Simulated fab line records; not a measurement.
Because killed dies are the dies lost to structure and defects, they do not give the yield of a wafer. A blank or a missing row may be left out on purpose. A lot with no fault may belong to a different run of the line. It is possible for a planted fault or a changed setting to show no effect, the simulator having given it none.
Matching of chambers -- flow nand harc -- 4 sister chambers for NHARC_A_CHANNEL_FILL_D1_ALD_25 on ald hk-04
The step deposits SiOx, target thk 60 nm, pulse time 10 s, ald cycles 600. 8 wafers are shown with their chamber, then 8 later ones without.

== WAFERS WITH THEIR CHAMBER ==
wafer,chamber,heater power w (W),susceptor temp C (C)
L076.4,0,426,299.82
L078.1,3,463,300.28
L083.5,1,521,300.14
L083.6,2,457,299.93
L086.2,2,467,299.63
L086.4,0,434,300.18
L086.6,3,480,300.18
L091.1,1,518,300.14

== WAFERS WITH NO CHAMBER GIVEN ==
wafer,heater power w (W),susceptor temp C (C)
L091.3,471,300.04
L091.4,462,300.10
L093.2,436,299.78
L093.1,500,299.78
L093.5,462,299.82
L097.3,502,299.94
L097.4,449,300.05
L097.6,502,300.37

== WHICH CHAMBER EACH ONE RAN IN ==
wafer,from the rows above,in truth
L091.3,can't be placed: 3 or 2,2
L091.4,can't be placed: 3 or 2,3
L093.2,can't be placed: 0 or 2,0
L093.1,can't be placed: 1 or 3 or 2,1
L093.5,2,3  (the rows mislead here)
L097.3,can't be placed: 1 or 3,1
L097.4,can't be placed: 2 or 0 or 3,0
L097.6,can't be placed: 1 or 3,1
Correct placement for 0 of the 8. Can't be placed from these rows: 7 (the true chamber is among the candidates in 7). Number placed wrongly: 1.
How it was worked out, from the rows above alone: a wafer's distance from a chamber is the root of the sum, over the readings, of the square of ((its reading less the chamber's mean) divided by the reading's scatter). The wafer belongs to the nearest chamber; if the next one is less than 2 further off, it can't be placed. Each chamber's mean is taken over the wafers shown for it. The scatter: the root of (the sum of the squares of (reading less its chamber's mean) over the shown wafers, divided by (wafers less chambers)).
